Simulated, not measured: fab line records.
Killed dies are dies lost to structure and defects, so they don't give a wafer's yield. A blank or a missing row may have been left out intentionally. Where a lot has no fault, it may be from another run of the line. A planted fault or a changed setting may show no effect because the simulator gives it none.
Which tool did it?	flow nand-harc	Sampling: 19 lots, 57 wafers, 6 of 1159 route steps

WHAT THE GAUGES SHOWED, per wafer
The record lacks any reading of a measuring or inspecting step that a usual standard deviation could be used to judge.

TOOL THAT RAN EACH LOT (tool first, then ch and the chambers of the sampled wafers, then the start)
lot	NHARC_A_STAIRCASE_TRIM_191	NHARC_A_STAIRCASE_TRIM_193	NHARC_A_STAIRCASE_ETCH_225	NHARC_A_STAIRCASE_DEP_301	NHARC_A_STAIRCASE_ETCH_453	NHARC_A_STAIRCASE_STRIP_316
L075	rie-diel-07 ch 0,1,2, day 12 01:04 or earlier	rie-diel-07 ch 0,1, day 12 01:04 or earlier	rie-diel-07 ch 1,2, day 12 01:04 or earlier	pecvd-03 ch 0,1,2, day 12 01:04	rie-diel-11 ch 0,1, no start	rie-diel-11 ch 0,1,3, no start
L076	rie-diel-03 ch 0,2,3, day 12 03:08 or earlier	rie-diel-03 ch 0,1,2, day 12 03:08 or earlier	rie-diel-11 ch 1,2,3, day 12 03:08 or earlier	pecvd-01 ch 0,1,2, day 12 03:08	rie-diel-07 ch 0,1,2, no start	rie-diel-07 ch 0,1,2, no start
L077	rie-diel-03 ch 0,2, day 12 06:34 or earlier	rie-diel-03 ch 0,1, day 12 06:34 or earlier	rie-diel-03 ch 1,2, day 12 06:34 or earlier	pecvd-01 ch 1,2, day 12 06:34	rie-diel-07 ch 2,3, no start	rie-diel-07 ch 1,2,3, no start
L080	rie-diel-03 ch 0,1,3, day 12 23:59 or earlier	rie-diel-03 ch 1,2,3, day 12 23:59 or earlier	rie-diel-07 ch 0,1,2, day 12 23:59 or earlier	pecvd-01 ch 0,1,2, day 12 23:59	rie-diel-11 ch 0,1,3, no start	rie-diel-11 ch 0,1,2, no start
L078	rie-diel-11 ch 0,2, day 13 00:14 or earlier	rie-diel-11 ch 0,2,3, day 13 00:14 or earlier	rie-diel-07 ch 0,2,3, day 13 00:14 or earlier	pecvd-01 ch 0,1,2, day 13 00:14	rie-diel-07 ch 1,2, no start	rie-diel-07 ch 0,2, no start
L081	rie-diel-03 ch 1,2,3, day 13 02:13 or earlier	rie-diel-03 ch 1,2, day 13 02:13 or earlier	rie-diel-07 ch 0,1,3, day 13 02:13 or earlier	pecvd-03 ch 1,2, day 13 02:13	rie-diel-11 ch 0,1,2, no start	rie-diel-11 ch 0,2,3, no start
L082	rie-diel-07 ch 1,2,3, day 13 18:23 or earlier	rie-diel-07 ch 1,2,3, day 13 18:23 or earlier	rie-diel-03 ch 1,3, day 13 18:23 or earlier	pecvd-03 ch 0,2, day 13 18:23	rie-diel-07 ch 0,1, no start	rie-diel-07 ch 0,3, no start
L083	rie-diel-03 ch 0,3, day 13 22:24 or earlier	rie-diel-03 ch 0,3, day 13 22:24 or earlier	rie-diel-07 ch 0,1,3, day 13 22:24 or earlier	pecvd-03 ch 0,1,2, day 13 22:24	rie-diel-11 ch 1,2,3, no start	rie-diel-11 ch 0,3, no start
L084	rie-diel-07 ch 0,2,3, day 14 13:37 or earlier	rie-diel-07 ch 1,2, day 14 13:37 or earlier	rie-diel-11 ch 0,3, day 14 13:37 or earlier	pecvd-01 ch 0,1,2, day 14 13:37	rie-diel-07 ch 0,1,2, no start	rie-diel-07 ch 0,1,2, no start
L086	rie-diel-11 ch 0,2,3, day 14 21:11 or earlier	rie-diel-11 ch 0,1,3, day 14 21:11 or earlier	rie-diel-07 ch 0,1,2, day 14 21:11 or earlier	pecvd-01 ch 0,1,2, day 14 21:11	rie-diel-07 ch 0,1,3, no start	rie-diel-07 ch 0,1,3, no start
L087	rie-diel-07 ch 0,3, day 14 20:28 or earlier	rie-diel-07 ch 2,3, day 14 20:28 or earlier	rie-diel-03 ch 0,1,3, day 14 20:28 or earlier	pecvd-03 ch 0,1, day 14 20:28	rie-diel-07 ch 0,1,2, no start	rie-diel-07 ch 1,2,3, no start
L089	rie-diel-11 ch 0,1,3, day 15 22:02 or earlier	rie-diel-11 ch 1,2,3, day 15 22:02 or earlier	rie-diel-11 ch 1,2,3, day 15 22:02 or earlier	pecvd-03 ch 0,1,2, day 15 22:02	rie-diel-07 ch 0,1,3, no start	rie-diel-07 ch 2,3, no start
L091	rie-diel-07 ch 0,2,3, day 16 01:39 or earlier	rie-diel-07 ch 0,1,3, day 16 01:39 or earlier	rie-diel-03 ch 0,1,3, day 16 01:39 or earlier	pecvd-03 ch 0,1,2, day 16 01:39	rie-diel-03 ch 0,1,3, no start	rie-diel-03 ch 0,1,3, no start
L093	rie-diel-03 ch 0,1,2, day 16 02:04 or earlier	rie-diel-03 ch 0,1,2, day 16 02:04 or earlier	rie-diel-07 ch 1,2,3, day 16 02:04 or earlier	pecvd-03 ch 0,1, day 16 02:04	rie-diel-07 ch 0,1,3, no start	rie-diel-07 ch 0,1,2, no start
L092	rie-diel-11 ch 0,1,3, day 16 05:05 or earlier	rie-diel-11 ch 0,1,2, day 16 05:05 or earlier	rie-diel-03 ch 0,3, day 16 05:05 or earlier	pecvd-03 ch 0,1, day 16 05:05	rie-diel-07 ch 0,1,2, no start	rie-diel-07 ch 0,1,2, no start
L094	rie-diel-07 ch 0,1,2, day 16 18:03 or earlier	rie-diel-07 ch 0,1,2, day 16 18:03 or earlier	rie-diel-11 ch 0,1,3, day 16 18:03 or earlier	pecvd-03 ch 0,1,2, day 16 18:03	rie-diel-07 ch 0,1,3, no start	rie-diel-07 ch 0,1,3, no start
L095	rie-diel-03 ch 2,3, day 17 13:11 or earlier	rie-diel-03 ch 1,2, day 17 13:11 or earlier	rie-diel-03 ch 0,1,2, day 17 13:11 or earlier	pecvd-01 ch 0,2, day 17 13:11	rie-diel-11 ch 0,1, no start	rie-diel-11 ch 0,1, no start
L096	rie-diel-03 ch 0,1,3, day 17 11:40 or earlier	rie-diel-03 ch 0,1,3, day 17 11:40 or earlier	rie-diel-07 ch 0,1,2, day 17 11:40 or earlier	pecvd-04 ch 0,1, day 17 11:40	rie-diel-07 ch 0,1,3, no start	rie-diel-07 ch 0,1,3, no start
L097	rie-diel-07 ch 0,2,3, day 17 15:25 or earlier	rie-diel-07 ch 0,1,2, day 17 15:25 or earlier	rie-diel-03 ch 0,2,3, day 17 15:25 or earlier	pecvd-03 ch 0,1,2, day 17 15:25	rie-diel-03 ch 0,1,2, no start	rie-diel-03 ch 0,2,3, no start
- NHARC_A_STAIRCASE_TRIM_191: chemistry O2, time 211.2 s.
- NHARC_A_STAIRCASE_TRIM_193: chemistry O2, time 211.2 s.
- NHARC_A_STAIRCASE_ETCH_225: etches the open film in C4F8/O2, target depth 100 nm, time 40.5 s.
- NHARC_A_STAIRCASE_DEP_301: deposits SiON, target thk 30 nm.
- NHARC_A_STAIRCASE_ETCH_453: etches the open film in CF4/O2, target depth 30 nm, overetch 3 nm, time 16.5 s.
- NHARC_A_STAIRCASE_STRIP_316: strips in O2.

AS READ BY THE TOOLS THEMSELVES (means over the sampled wafers that have a number; for cases with no such wafer, the mark the record gives instead)
NHARC_A_STAIRCASE_TRIM_191. Usual: for chamber-pressure-mTorr, 60.01 mTorr with a standard deviation of 0.053; for drypump-motor-current-A, 5.8 A with a standard deviation of 0.61; for o2-flow-sccm, 500.4 sccm with a standard deviation of 1.6; for oes-product-au, 1.001 a.u. with a standard deviation of 0.012; for rf-vpp-V, 57.8 V with a standard deviation of 0.9; for showerhead-plenum-p-Torr, 3.55 Torr with a standard deviation of 0.11; for throttle-valve-pct, 17.036 % with a standard deviation of 0.0093.
lot	tool	chamber-pressure-mTorr (mTorr)	drypump-motor-current-A (A)	o2-flow-sccm (sccm)	oes-product-au (a.u.)	rf-vpp-V (V)	showerhead-plenum-p-Torr (Torr)	throttle-valve-pct (%)	flag
L075	rie-diel-07	60.04	6.1	500.7	1.014	57.6	3.53	17.040	
L076	rie-diel-03	60.01	6.0	499.2	1.003	58.1	3.63	17.039	
L077	rie-diel-03	59.96	5.6	500.2	1.009	58.4	3.70	17.041	
L080	rie-diel-03	60.00	5.8	499.9	0.996	57.8	3.60	17.030	
L078	rie-diel-11	60.01	5.8	500.1	0.998	57.3	3.38	17.036	
L081	rie-diel-03	59.96	5.8	500.7	1.004	57.2	3.61	17.038	
L082	rie-diel-07	60.06	5.9	501.8	1.004	57.0	3.50	17.035	
L083	rie-diel-03	59.98	6.4	498.7	1.014	57.5	3.55	17.038	
L084	rie-diel-07	60.01	5.5	501.0	0.992	57.0	3.53	17.039	
L086	rie-diel-11	60.01	5.7	499.0	0.998	58.0	3.40	17.037	
L087	rie-diel-07	59.96	5.2	500.1	0.996	57.9	3.58	17.043	
L089	rie-diel-11	60.01	6.0	499.3	0.994	58.0	3.49	17.041	
L091	rie-diel-07	59.97	5.5	499.1	1.006	57.2	3.53	17.032	
L093	rie-diel-03	60.03	5.4	501.0	1.004	57.4	3.66	17.026	
L092	rie-diel-11	59.97	6.0	500.2	0.996	57.7	3.49	17.041	
L094	rie-diel-07	60.01	6.1	499.5	1.010	57.1	3.51	17.048	
L095	rie-diel-03	59.97	6.0	502.1	0.999	58.3	3.62	17.037	
L096	rie-diel-03	59.98	5.8	500.4	1.010	58.6	3.58	17.032	
L097	rie-diel-07	60.00	5.5	498.4	0.999	57.2	3.52	17.036	

NHARC_A_STAIRCASE_TRIM_193. Usual: for chamber-pressure-mTorr, 60.00 mTorr with a standard deviation of 0.053; for drypump-motor-current-A, 5.8 A with a standard deviation of 0.61; for o2-flow-sccm, 500.3 sccm with a standard deviation of 1.3; for oes-product-au, 1.001 a.u. with a standard deviation of 0.012; for rf-vpp-V, 57.9 V with a standard deviation of 0.89; for showerhead-plenum-p-Torr, 3.54 Torr with a standard deviation of 0.11; for throttle-valve-pct, 17.036 % with a standard deviation of 0.0094.
lot	tool	chamber-pressure-mTorr (mTorr)	drypump-motor-current-A (A)	o2-flow-sccm (sccm)	oes-product-au (a.u.)	rf-vpp-V (V)	showerhead-plenum-p-Torr (Torr)	throttle-valve-pct (%)	flag
L075	rie-diel-07	59.99	6.2	499.5	1.015	57.7	3.55	17.034	
L076	rie-diel-03	60.00	5.4	499.9	0.996	57.2	3.67	17.041	
L077	rie-diel-03	60.01	5.1	500.2	1.005	57.6	3.65	17.030	
L080	rie-diel-03	59.97	5.8	500.8	0.996	57.8	3.61	17.046	
L078	rie-diel-11	60.00	5.7	500.0	0.986	58.1	3.41	17.036	
L081	rie-diel-03	59.98	5.4	500.5	1.000	58.8	3.68	17.027	
L082	rie-diel-07	60.03	6.0	500.6	0.998	56.8	3.50	17.048	
L083	rie-diel-03	60.01	6.4	500.8	1.007	57.7	3.55	17.034	
L084	rie-diel-07	60.03	6.5	499.5	1.004	57.8	3.48	17.034	
L086	rie-diel-11	60.00	6.0	500.1	0.991	58.8	3.49	17.041	
L087	rie-diel-07	59.98	5.8	500.0	0.995	56.3	3.48	17.043	
L089	rie-diel-11	60.00	5.8	501.4	0.997	58.2	3.44	17.034	
L091	rie-diel-07	60.03	5.7	500.4	1.006	58.0	3.55	17.029	
L093	rie-diel-03	59.98	5.4	501.0	1.009	57.6	3.66	17.031	
L092	rie-diel-11	60.00	6.0	498.4	0.998	57.4	3.46	17.032	
L094	rie-diel-07	59.94	6.0	499.4	1.007	57.4	3.51	17.037	
L095	rie-diel-03	59.96	5.1	500.4	0.995	57.1	3.64	17.036	
L096	rie-diel-03	60.00	5.8	500.7	1.012	57.9	3.58	17.037	
L097	rie-diel-07	60.00	6.1	500.7	1.010	58.2	3.50	17.036	

NHARC_A_STAIRCASE_ETCH_225. Usual: chamber-pressure-mTorr 25.001 mTorr, standard deviation 0.023; oes-product-au 0.943 a.u., standard deviation 0.013; rf-vpp-V 896 V, standard deviation 3.7.
lot	tool	chamber-pressure-mTorr (mTorr)	oes-product-au (a.u.)	rf-vpp-V (V)	flag
L075	rie-diel-07	24.986	0.957	895	
L076	rie-diel-11	24.976	0.945	894	
L077	rie-diel-03	24.991	0.934	902	
L080	rie-diel-07	24.979	0.932	895	
L078	rie-diel-07	25.006	0.942	896	
L081	rie-diel-07	25.010	0.955	897	
L082	rie-diel-03	25.001	0.930	898	
L083	rie-diel-07	25.015	0.949	897	
L084	rie-diel-11	24.986	0.923	892	
L086	rie-diel-07	24.983	0.951	896	
L087	rie-diel-03	25.008	0.954	898	
L089	rie-diel-11	24.989	0.934	892	
L091	rie-diel-03	25.004	0.955	899	
L093	rie-diel-07	25.005	0.944	895	
L092	rie-diel-03	25.008	0.943	899	
L094	rie-diel-11	25.000	0.932	894	
L095	rie-diel-03	25.013	0.931	900	
L096	rie-diel-07	24.997	0.952	896	
L097	rie-diel-03	25.021	0.943	898	

NHARC_A_STAIRCASE_DEP_301. Usual: chamber-pressure-Torr 3.500 Torr, standard deviation 0.0078; heater-power-w 758 W, standard deviation 85.
lot	tool	chamber-pressure-Torr (Torr)	heater-power-w (W)	flag
L075	pecvd-03	3.496	757	
L076	pecvd-01	3.495	802	
L077	pecvd-01	3.502	745	
L080	pecvd-01	3.502	816	
L078	pecvd-01	3.499	767	
L081	pecvd-03	3.495	743	
L082	pecvd-03	3.498	682	
L083	pecvd-03	3.508	730	
L084	pecvd-01	3.504	790	
L086	pecvd-01	3.496	828	
L087	pecvd-03	3.503	775	
L089	pecvd-03	3.494	775	
L091	pecvd-03	3.502	721	
L093	pecvd-03	3.500	813	
L092	pecvd-03	3.493	869	
L094	pecvd-03	3.498	799	
L095	pecvd-01	3.503	744	
L096	pecvd-04	3.497	619	
L097	pecvd-03	3.500	748	

NHARC_A_STAIRCASE_ETCH_453. Usual: for chamber-pressure-mTorr, 30.00 mTorr with a standard deviation of 0.031; for drypump-motor-current-A, 5.9 A with a standard deviation of 0.59; for o2-flow-sccm, 20.00 sccm with a standard deviation of 0.063; for oes-product-au, 1.002 a.u. with a standard deviation of 0.013; for rf-vpp-V, 197.8 V with a standard deviation of 1.1; for showerhead-plenum-p-Torr, 1.33 Torr with a standard deviation of 0.035; for throttle-valve-pct, 13.398 % with a standard deviation of 0.0092.
lot	tool	chamber-pressure-mTorr (mTorr)	drypump-motor-current-A (A)	o2-flow-sccm (sccm)	oes-product-au (a.u.)	rf-vpp-V (V)	showerhead-plenum-p-Torr (Torr)	throttle-valve-pct (%)	flag
L075	rie-diel-11	30.02	6.2	20.04	0.984	197.7	1.33	13.392	
L076	rie-diel-07	29.98	6.0	19.96	1.011	198.4	1.34	13.405	
L077	rie-diel-07	29.98	5.8	19.94	0.996	198.3	1.32	13.403	
L080	rie-diel-11	30.02	6.0	20.04	0.998	197.5	1.32	13.399	
L078	rie-diel-07	30.00	6.5	20.01	1.007	198.1	1.32	13.394	
L081	rie-diel-11	29.98	6.0	19.93	0.998	197.2	1.31	13.395	
L082	rie-diel-07	30.02	6.2	20.00	1.012	198.5	1.34	13.397	
L083	rie-diel-11	30.01	5.8	19.97	0.997	197.2	1.30	13.398	
L084	rie-diel-07	29.98	6.0	19.95	1.008	198.6	1.33	13.406	
L086	rie-diel-07	29.99	5.7	19.99	1.005	198.9	1.34	13.401	
L087	rie-diel-07	30.01	6.0	20.03	1.012	196.9	1.33	13.383	
L089	rie-diel-07	30.03	5.7	20.04	1.003	197.2	1.34	13.397	
L091	rie-diel-03	30.02	5.8	20.02	1.015	197.8	1.36	13.398	
L093	rie-diel-07	30.02	5.7	20.03	1.002	197.4	1.34	13.389	
L092	rie-diel-07	30.01	6.0	20.01	1.015	197.4	1.33	13.401	
L094	rie-diel-07	29.98	5.7	20.03	1.003	197.9	1.34	13.395	
L095	rie-diel-11	29.99	6.3	20.05	0.994	198.1	1.34	13.403	
L096	rie-diel-07	30.00	5.7	20.04	1.003	197.8	1.34	13.397	
L097	rie-diel-03	30.03	5.4	20.00	1.002	199.1	1.38	13.394	

NHARC_A_STAIRCASE_STRIP_316. Usual: for chamber-pressure-mTorr, 60.00 mTorr with a standard deviation of 0.059; for drypump-motor-current-A, 5.9 A with a standard deviation of 0.59; for o2-flow-sccm, 500.0 sccm with a standard deviation of 1.5; for oes-product-au, 1.003 a.u. with a standard deviation of 0.013; for rf-vpp-V, 57.8 V with a standard deviation of 0.82; for showerhead-plenum-p-Torr, 3.52 Torr with a standard deviation of 0.086; for throttle-valve-pct, 17.037 % with a standard deviation of 0.0099.
lot	tool	chamber-pressure-mTorr (mTorr)	drypump-motor-current-A (A)	o2-flow-sccm (sccm)	oes-product-au (a.u.)	rf-vpp-V (V)	showerhead-plenum-p-Torr (Torr)	throttle-valve-pct (%)	flag
L075	rie-diel-11	59.99	6.0	501.0	0.998	58.8	3.50	17.038	
L076	rie-diel-07	59.97	6.0	499.7	1.003	57.8	3.53	17.045	
L077	rie-diel-07	60.03	6.0	500.4	0.999	58.5	3.51	17.039	
L080	rie-diel-11	60.01	6.0	499.2	0.991	58.4	3.47	17.040	
L078	rie-diel-07	60.00	5.6	501.1	1.016	58.3	3.56	17.020	
L081	rie-diel-11	59.99	5.7	500.7	0.998	58.2	3.40	17.037	
L082	rie-diel-07	59.98	5.2	498.8	1.001	57.8	3.59	17.031	
L083	rie-diel-11	60.01	5.9	499.6	0.976	58.3	3.44	17.036	
L084	rie-diel-07	60.00	6.1	500.4	1.009	57.1	3.51	17.046	
L086	rie-diel-07	60.04	5.7	500.2	1.003	58.1	3.55	17.045	
L087	rie-diel-07	59.98	6.0	501.4	1.007	57.3	3.49	17.033	
L089	rie-diel-07	59.98	5.5	500.0	0.995	57.9	3.50	17.041	
L091	rie-diel-03	59.98	5.7	500.1	1.015	58.1	3.58	17.032	
L093	rie-diel-07	60.01	6.1	499.4	1.015	58.2	3.51	17.037	
L092	rie-diel-07	59.99	6.1	501.0	1.010	57.2	3.51	17.032	
L094	rie-diel-07	59.98	5.7	500.1	1.008	57.0	3.54	17.044	
L095	rie-diel-11	60.00	6.3	499.6	0.990	57.3	3.50	17.031	
L096	rie-diel-07	60.02	5.7	498.9	1.013	57.8	3.53	17.035	
L097	rie-diel-03	59.99	6.0	500.6	1.005	57.7	3.60	17.044	

THE ANSWER, worked out from the rows above alone
Rule: lot off if the mean of its wafers having a number is beyond 3 standard deviations from the usual mean. Also off: a lot with no number at a reading for which 4 or more lots have one. All remaining lots with rows at the step are treated as sound. First the gauges in route order, then the tools' own readings, where a lot's mean is used as printed above. At the first step where some lot is off, the reading lying furthest off is the one used; lots without a number count as furthest.
No lot is off at any reading shown: from this, nothing can be told.

WHAT WAS PUT IN BY THE SIMULATOR
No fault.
